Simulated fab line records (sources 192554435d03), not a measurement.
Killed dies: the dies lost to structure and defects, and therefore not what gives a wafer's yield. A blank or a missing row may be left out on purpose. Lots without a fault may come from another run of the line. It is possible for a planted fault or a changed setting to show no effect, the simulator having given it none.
What tool caused it? | flow n5 finfet | 23 lots with 69 wafers sampled at 5 steps, on a route of 1938 steps

== WHAT THE GAUGES SHOWED, per wafer ==
N5_BEOL_M7_CD_MEAS_18: pitch 80 nm, target cd 40 nm.
lot  | measured     | on        | cd nm (nm)
L075 | day 9 09:31  | cd sem-02 | 39.4 38.1 38.8
L076 | day 9 13:14  | cd sem-03 | 40.0 39.8 40.5
L077 | day 9 14:17  | cd sem-03 | 39.3 40.1 39.4
L078 | day 9 17:27  | cd sem-01 | 38.9 39.7 39.3
L079 | day 10 01:50 | cd sem-01 | 40.2 40.0 39.8
L080 | day 10 11:06 | cd sem-02 | 39.2 39.7 39.4
L082 | day 10 11:14 | cd sem-02 | 40.2 39.9 40.0
L081 | day 10 16:03 | cd sem-01 | 39.6 39.5 40.0
L083 | day 10 18:42 | cd sem-03 | 39.1 39.6 39.8
L084 | day 11 08:48 | cd sem-03 | 40.4 40.3 40.2
L085 | day 11 09:52 | cd sem-02 | 39.3 39.3 39.6
L087 | day 12 04:48 | cd sem-03 | 39.5 40.0 39.8
L086 | day 12 09:25 | cd sem-03 | 40.5 40.4 40.3
L089 | day 12 09:22 | cd sem-02 | 39.7 39.3 40.0
L088 | day 12 14:44 | cd sem-02 | 40.0 40.2 39.7
L090 | day 12 14:47 | cd sem-02 | 39.9 39.6 39.6
L091 | day 13 04:17 | cd sem-03 | 40.4 40.5 40.7
L092 | day 13 09:49 | cd sem-01 | 40.0 39.9 39.9
L094 | day 13 14:11 | cd sem-03 | 39.9 40.5 39.3
L093 | day 13 17:34 | cd sem-03 | 40.2 39.6 40.6
L095 | day 13 22:14 | cd sem-02 | 40.7 39.5 39.7
L096 | day 14 04:22 | cd sem-03 | 40.0 40.0 39.6
L097 | day 14 22:14 | cd sem-01 | 39.7 40.0 39.6

== WHAT TOOL EACH LOT RAN ON (gives the tool, then ch and the chambers of the sampled wafers, and finally the start) ==
lot  | N5_BEOL_M6_ETCH_65                 | N5_BEOL_M6_VIA_ETCH_34             | N5_BEOL_M6_SPUTTER_48        | N5_BEOL_M7_HM_OPEN_17
L075 | rie diel-04 ch 0,1, day 9 03:21    | rie diel-04 ch 0,1, day 9 03:29    | pvd sputter-03, day 9 05:11  | rie metal-03 ch 0,1, day 9 09:19
L076 | rie diel-05 ch 0,2,3, day 9 05:43  | rie diel-05 ch 0,2,3, day 9 05:51  | pvd sputter-01, day 9 08:18  | rie metal-03 ch 0,1, day 9 13:02
L077 | rie diel-05 ch 0,2,3, day 9 07:54  | rie diel-05 ch 0,2,3, day 9 08:02  | pvd sputter-03, day 9 11:22  | rie metal-02 ch 0,1, day 9 14:07
L078 | rie diel-05 ch 0,2,3, day 9 12:11  | rie diel-05 ch 0,2,3, day 9 12:19  | pvd sputter-02, day 9 13:49  | rie metal-03 ch 0,1, day 9 17:16
L079 | rie diel-05 ch 0,3, day 9 18:38    | rie diel-05 ch 0,3, day 9 18:46    | pvd sputter-02, day 9 21:10  | rie metal-02 ch 0,1, day 10 01:39
L080 | rie diel-05 ch 2,3, day 10 05:28   | rie diel-05 ch 2,3, day 10 05:35   | pvd sputter-01, day 10 07:13 | rie metal-02 ch 0,1, day 10 10:55
L082 | rie diel-04 ch 2,3, day 10 05:39   | rie diel-04 ch 2,3, day 10 05:46   | pvd sputter-01, day 10 07:22 | rie metal-03 ch 0,1, day 10 11:03
L081 | rie diel-04 ch 1,2,3, day 10 11:01 | rie diel-04 ch 1,2,3, day 10 11:08 | pvd sputter-02, day 10 13:14 | rie metal-02 ch 0,1, day 10 15:50
L083 | rie diel-01 ch 0,2,3, day 10 13:45 | rie diel-01 ch 0,2,3, day 10 13:53 | pvd sputter-03, day 10 15:20 | rie metal-01 ch 0,1, day 10 18:23
L084 | rie diel-04 ch 2,3, day 11 02:23   | rie diel-04 ch 2,3, day 11 02:31   | pvd sputter-02, day 11 05:25 | rie metal-03 ch 0,1, day 11 08:37
L085 | rie diel-01 ch 0,1,3, day 11 04:50 | rie diel-01 ch 0,1,3, day 11 04:57 | pvd sputter-01, day 11 06:52 | rie metal-03 ch 0,1, day 11 09:41
L087 | rie diel-04 ch 0,1, day 11 20:19   | rie diel-04 ch 0,1, day 11 20:27   | pvd sputter-01, day 11 22:21 | rie metal-02 ch 1, day 12 04:30
L086 | rie diel-05 ch 0,1,2, day 11 22:40 | rie diel-05 ch 0,1,2, day 11 22:48 | pvd sputter-01, day 12 03:15 | rie metal-02 ch 1, day 12 09:09
L089 | rie diel-04 ch 0,2,3, day 12 02:26 | rie diel-04 ch 0,2,3, day 12 02:34 | pvd sputter-01, day 12 04:32 | rie metal-03 ch 0,1, day 12 09:05
L088 | rie diel-05 ch 0,3, day 12 08:37   | rie diel-05 ch 0,3, day 12 08:45   | pvd sputter-01, day 12 11:02 | rie metal-03 ch 1, day 12 14:34
L090 | rie diel-05 ch 0,3, day 12 09:01   | rie diel-05 ch 0,3, day 12 09:09   | pvd sputter-03, day 12 11:18 | rie metal-01 ch 0,1, day 12 14:36
L091 | rie diel-01 ch 0,2, day 12 22:17   | rie diel-01 ch 0,2, day 12 22:29   | pvd sputter-01, day 13 00:38 | rie metal-01 ch 0,1, day 13 04:06
L092 | rie diel-01 ch 0,1,2, day 13 04:23 | rie diel-01 ch 0,1,2, day 13 04:31 | pvd sputter-03, day 13 06:10 | rie metal-03 ch 0,1, day 13 09:40
L094 | rie diel-05 ch 0,3, day 13 08:17   | rie diel-05 ch 0,3, day 13 08:25   | pvd sputter-03, day 13 10:08 | rie metal-03 ch 0,1, day 13 13:59
L093 | rie diel-01 ch 2,3, day 13 08:32   | rie diel-01 ch 2,3, day 13 08:40   | pvd sputter-03, day 13 12:08 | rie metal-03 ch 0,1, day 13 17:23
L095 | rie diel-04 ch 0,1, day 13 16:40   | rie diel-04 ch 0,1, day 13 16:47   | pvd sputter-03, day 13 18:20 | rie metal-02 ch 1, day 13 21:56
L096 | rie diel-05 ch 0,1, day 13 23:41   | rie diel-05 ch 0,1, day 13 23:49   | pvd sputter-01, day 14 01:23 | rie metal-03 ch 0,1, day 14 04:10
L097 | rie diel-05 ch 1,3, day 14 14:14   | rie diel-05 ch 1,3, day 14 14:22   | pvd sputter-02, day 14 16:58 | rie metal-01 ch 0, day 14 21:55
- N5_BEOL_M6_ETCH_65: etches SiARC in CF4, target depth 15.6 nm, time 26 s.
- N5_BEOL_M6_VIA_ETCH_34: etches SiCOH lowk in C4F6/O2, target depth 126.3 nm, time 50.9 s.
- N5_BEOL_M6_SPUTTER_48: material Cu, target thk 10 nm, time 1.667 s.
- N5_BEOL_M7_HM_OPEN_17: chemistry Cl2/BCl3, target TiN, target depth 20 nm, overetch 6 nm.

== WHAT THE TOOLS THEMSELVES READ (means of the sampled wafers that have a number; where no wafer has one, the mark that the record gives instead) ==
N5_BEOL_M6_ETCH_65.
lot  | tool        | drypump motor current A (A) | etch rf on time s (s) | oes product au (a.u.) | rf vpp V (V) | showerhead plenum p Torr (Torr) | throttle valve pct (%)
L075 | rie diel-04 | 6.0                         | 26.1                  | 0.64                  | 183.9        | 2.10                            | 15.75
L076 | rie diel-05 | 5.9                         | 26.3                  | 0.67                  | 184.4        | 2.15                            | 15.62
L077 | rie diel-05 | 5.9                         | 26.6                  | 0.66                  | 184.1        | 2.15                            | 15.63
L078 | rie diel-05 | 5.9                         | 26.6                  | 0.66                  | 183.6        | 2.15                            | 15.62
L079 | rie diel-05 | 5.6                         | 26.8                  | 0.67                  | 183.4        | 2.13                            | 15.58
L080 | rie diel-05 | 6.2                         | 26.5                  | 0.65                  | 183.8        | 2.17                            | 15.70
L082 | rie diel-04 | 5.7                         | 26.0                  | 0.72                  | 184.7        | 2.20                            | 15.22
L081 | rie diel-04 | 5.7                         | 25.7                  | 0.68                  | 184.7        | 2.18                            | 15.48
L083 | rie diel-01 | 5.7                         | 26.5                  | 0.64                  | 184.3        | 2.11                            | 15.76
L084 | rie diel-04 | 5.7                         | 26.2                  | 0.70                  | 184.5        | 2.19                            | 15.24
L085 | rie diel-01 | 5.7                         | 26.1                  | 0.68                  | 183.9        | 2.12                            | 15.83
L087 | rie diel-04 | 6.0                         | 25.8                  | 0.71                  | 185.9        | 2.18                            | 15.62
L086 | rie diel-05 | 6.2                         | 26.5                  | 0.69                  | 184.6        | 2.13                            | 15.52
L089 | rie diel-04 | 6.0                         | 25.7                  | 0.73                  | 184.3        | 2.22                            | 15.23
L088 | rie diel-05 | 5.6                         | 26.7                  | 0.66                  | 183.7        | 2.12                            | 15.62
L090 | rie diel-05 | 5.6                         | 26.4                  | 0.66                  | 184.0        | 2.12                            | 15.62
L091 | rie diel-01 | 5.9                         | 26.2                  | 0.67                  | 183.8        | 2.15                            | 15.86
L092 | rie diel-01 | 6.2                         | 26.3                  | 0.66                  | 183.8        | 2.15                            | 15.86
L094 | rie diel-05 | 5.5                         | 26.4                  | 0.65                  | 185.2        | 2.18                            | 15.72
L093 | rie diel-01 | 6.1                         | 26.5                  | 0.67                  | 184.8        | 2.17                            | 15.59
L095 | rie diel-04 | 6.0                         | 25.9                  | 0.68                  | 184.6        | 2.18                            | 15.65
L096 | rie diel-05 | 5.8                         | 26.5                  | 0.69                  | 183.4        | 2.11                            | 15.49
L097 | rie diel-05 | 6.0                         | 26.3                  | 0.70                  | 185.0        | 2.19                            | 15.52

N5_BEOL_M6_VIA_ETCH_34.
lot  | tool        | drypump motor current A (A) | oes_ar_750_au (a.u.) | oes product au (a.u.) | rf vpp V (V) | showerhead plenum p Torr (Torr) | throttle valve pct (%)
L075 | rie diel-04 | 6.0                         | 0.75                 | 0.74                  | 666          | 2.79                            | 20.98
L076 | rie diel-05 | 5.9                         | 0.78                 | 0.78                  | 666          | 2.86                            | 20.88
L077 | rie diel-05 | 5.9                         | 0.79                 | 0.79                  | 666          | 2.86                            | 20.90
L078 | rie diel-05 | 5.9                         | 0.78                 | 0.78                  | 666          | 2.86                            | 20.90
L079 | rie diel-05 | 5.6                         | 0.79                 | 0.80                  | 669          | 2.83                            | 20.84
L080 | rie diel-05 | 6.3                         | 0.76                 | 0.75                  | 664          | 2.89                            | 20.97
L082 | rie diel-04 | 5.7                         | 0.84                 | 0.84                  | 660          | 2.92                            | 20.49
L081 | rie diel-04 | 5.7                         | 0.80                 | 0.79                  | 663          | 2.90                            | 20.77
L083 | rie diel-01 | 5.7                         | 0.76                 | 0.75                  | 663          | 2.81                            | 21.05
L084 | rie diel-04 | 5.7                         | 0.82                 | 0.82                  | 660          | 2.92                            | 20.51
L085 | rie diel-01 | 5.7                         | 0.80                 | 0.79                  | 664          | 2.83                            | 21.18
L087 | rie diel-04 | 6.0                         | 0.83                 | 0.83                  | 669          | 2.89                            | 20.88
L086 | rie diel-05 | 6.1                         | 0.81                 | 0.82                  | 670          | 2.83                            | 20.78
L089 | rie diel-04 | 6.0                         | 0.84                 | 0.86                  | 665          | 2.95                            | 20.49
L088 | rie diel-05 | 5.6                         | 0.78                 | 0.77                  | 668          | 2.82                            | 20.87
L090 | rie diel-05 | 5.6                         | 0.77                 | 0.77                  | 668          | 2.82                            | 20.87
L091 | rie diel-01 | 5.9                         | 0.79                 | 0.78                  | 666          | 2.86                            | 21.16
L092 | rie diel-01 | 6.2                         | 0.78                 | 0.78                  | 668          | 2.86                            | 21.19
L094 | rie diel-05 | 5.5                         | 0.76                 | 0.75                  | 666          | 2.89                            | 21.00
L093 | rie diel-01 | 6.1                         | 0.79                 | 0.78                  | 668          | 2.89                            | 20.82
L095 | rie diel-04 | 6.0                         | 0.80                 | 0.81                  | 668          | 2.89                            | 20.92
L096 | rie diel-05 | 5.8                         | 0.81                 | 0.80                  | 671          | 2.79                            | 20.73
L097 | rie diel-05 | 6.0                         | 0.82                 | 0.82                  | 671          | 2.92                            | 20.82

N5_BEOL_M6_SPUTTER_48.
lot  | tool           | throttle valve pct (%)
L075 | pvd sputter-03 | 30.9
L076 | pvd sputter-01 | 28.1
L077 | pvd sputter-03 | 30.3
L078 | pvd sputter-02 | 29.9
L079 | pvd sputter-02 | 30.5
L080 | pvd sputter-01 | 29.3
L082 | pvd sputter-01 | 29.2
L081 | pvd sputter-02 | 29.8
L083 | pvd sputter-03 | 30.1
L084 | pvd sputter-02 | 30.0
L085 | pvd sputter-01 | 28.0
L087 | pvd sputter-01 | 27.2
L086 | pvd sputter-01 | 28.3
L089 | pvd sputter-01 | 28.9
L088 | pvd sputter-01 | 30.0
L090 | pvd sputter-03 | 31.1
L091 | pvd sputter-01 | 28.9
L092 | pvd sputter-03 | 30.1
L094 | pvd sputter-03 | 30.7
L093 | pvd sputter-03 | 30.1
L095 | pvd sputter-03 | 30.4
L096 | pvd sputter-01 | 29.0
L097 | pvd sputter-02 | 30.3

N5_BEOL_M7_HM_OPEN_17.
lot  | tool         | drypump motor current A (A) | oes_ar_750_au (a.u.) | oes product au (a.u.) | throttle valve pct (%)
L075 | rie metal-03 | 5.4                         | 0.80                 | 0.69                  | 22.5
L076 | rie metal-03 | 5.4                         | 0.80                 | 0.69                  | 22.5
L077 | rie metal-02 | 5.4                         | 0.78                 | 0.67                  | 21.7
L078 | rie metal-03 | 5.2                         | 0.73                 | 0.62                  | 22.6
L079 | rie metal-02 | 5.4                         | 0.81                 | 0.69                  | 21.9
L080 | rie metal-02 | 5.4                         | 0.77                 | 0.66                  | 21.7
L082 | rie metal-03 | 5.4                         | 0.80                 | 0.69                  | 22.5
L081 | rie metal-02 | 5.4                         | 0.80                 | 0.68                  | 21.9
L083 | rie metal-01 | 5.6                         | 0.74                 | 0.64                  | 22.2
L084 | rie metal-03 | 5.1                         | 0.73                 | 0.62                  | 22.6
L085 | rie metal-03 | 5.4                         | 0.79                 | 0.68                  | 22.4
L087 | rie metal-02 | 5.2                         | 0.82                 | 0.70                  | 22.0
L086 | rie metal-02 | 5.3                         | 0.82                 | 0.69                  | 22.0
L089 | rie metal-03 | 5.4                         | 0.78                 | 0.68                  | 22.5
L088 | rie metal-03 | 5.6                         | 0.85                 | 0.74                  | 22.4
L090 | rie metal-01 | 5.5                         | 0.74                 | 0.62                  | 22.2
L091 | rie metal-01 | 5.6                         | 0.74                 | 0.62                  | 22.2
L092 | rie metal-03 | 5.3                         | 0.78                 | 0.67                  | 22.5
L094 | rie metal-03 | 5.4                         | 0.78                 | 0.66                  | 22.5
L093 | rie metal-03 | 5.1                         | 0.71                 | 0.60                  | 22.7
L095 | rie metal-02 | 5.3                         | 0.80                 | 0.68                  | 22.1
L096 | rie metal-03 | 5.1                         | 0.71                 | 0.60                  | 22.7
L097 | rie metal-01 | 5.3                         | 0.72                 | 0.61                  | 22.0

== THE ANSWER, worked out from the rows above alone ==
Rule: what is usual is taken from the lots themselves. Put in order of their means at a reading, lots are off if they are a third of the lots or fewer, leave a main group of 4 or more, and stand apart from it by a gap of 3 or more times the standard deviation of the main group's means; of several such gaps the widest counts. A main group whose means are all the same, to the digits that the tables above print for the reading, isn't used. Also off: a lot with no number at a reading for which 4 or more lots have one. The other lots that the step has rows for count as sound. Order of review: gauges by route order, followed by the tools' own readings, for which a lot's mean as printed above is used. At the first step where some lot is off, the reading lying furthest off is the one used; lots without a number count as furthest.
No lot is off on any of the readings shown, so nothing can be concluded from this.

== WHAT WAS PUT IN BY THE SIMULATOR ==
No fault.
